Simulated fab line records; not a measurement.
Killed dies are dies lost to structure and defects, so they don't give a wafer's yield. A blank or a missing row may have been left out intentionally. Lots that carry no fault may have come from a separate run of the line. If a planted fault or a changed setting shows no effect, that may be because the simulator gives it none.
A single fault, viewed from 2 desks -- flow n5_finfet -- numbers are kept per desk, each desk with only its own; the story behind them comes last

== TOOL OWNER'S DESK, litho_track-04 ==
The tool's own readings at N5_BEOL_M12_PEB_08 (peb time 90 s): means of the sampled wafers that have a number, for each lot that ran on this tool. Marked OUT: a lot whose mean sits more than 4 standard deviations from the usual mean, which makes it out of limits; the brackets give that distance.
Columns: A = chill_plate_temp_C at N5_BEOL_M12_PEB_08, usual 23.02 C; B = heater_power_total_W at N5_BEOL_M12_PEB_08, usual 172.4 W; C = plate_temp_C at N5_BEOL_M12_PEB_08, usual 130.01 C
lot,first seen here,A,B,C
L560,day 11 10:32,22.99,172.0,130.10
L563,day 12 12:23,22.94,172.0,130.07
L564,day 12 22:06,23.04,168.4 (-4.5) OUT,127.74 (-14) OUT
L570,day 14 11:20,23.00,168.3 (-4.6) OUT,127.54 (-15) OUT
L578,day 16 17:06,23.04,172.4,129.85
Finding of this desk: L564, L570 out of limits; the first was L564 at day 12 22:06, on heater_power_total_W at N5_BEOL_M12_PEB_08. L560, L563, L578 stayed within limits.

== THE METROLOGY DESK ==
Means of the sampled wafers that have a number, per lot and without regard to the tool the lot ran on: this is what the gauges read. Marked OUT: a lot whose mean sits more than 4 standard deviations from the usual mean, which makes it out of limits; the brackets give that distance.
Columns: A = M11_RS at N5_BEOL_M11_RS_MEAS_57, usual 0.152 ohm/sq; B = cd_nm at N5_BEOL_M12_CD_MEAS_10, usual 140.2 nm
lot,first seen here,A,B
L557,day 11 05:59,0.152,139.9
L560,day 11 10:01,0.148,140.2
L561,day 12 10:55,0.148,139.9
L562,day 12 11:20,0.154,139.1
L563,day 12 11:53,0.150,140.0
L564,day 12 21:36,0.153,132.1 (-6.2) OUT
L565,day 13 13:40,0.154,140.2
L570,day 14 10:49,0.151,134.0 (-4.7) OUT
L577,day 16 06:09,0.151,140.6
L579,day 16 06:25,0.154,139.6
L578,day 16 16:43,0.150,140.0
Finding of this desk: L564, L570 out of limits; the first was L564 at day 12 22:13, on cd_nm at N5_BEOL_M12_CD_MEAS_10. L557, L560, L561, L562, L563, L565, L577, L579, L578 stayed within limits.

== BROUGHT TOGETHER ==
At day 12 22:06, on L564, L570, the tool owner's desk was in a position to raise an alarm.
L564, L570 would have let the metrology desk raise an alarm at day 12 22:13.
On litho_track-04, each named lot ran N5_BEOL_M12_PEB_08.

== WHAT THE SIMULATOR HAD INSERTED ==
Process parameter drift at N5_BEOL_M12_PEB_08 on litho_track-04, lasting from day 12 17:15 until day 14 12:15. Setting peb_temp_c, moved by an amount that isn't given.
Lots struck among those shown: L564, L570.
Counting hours from when the fault started, the first reading out of limits came at 5 for the tool owner's desk and at 5 for the metrology desk.
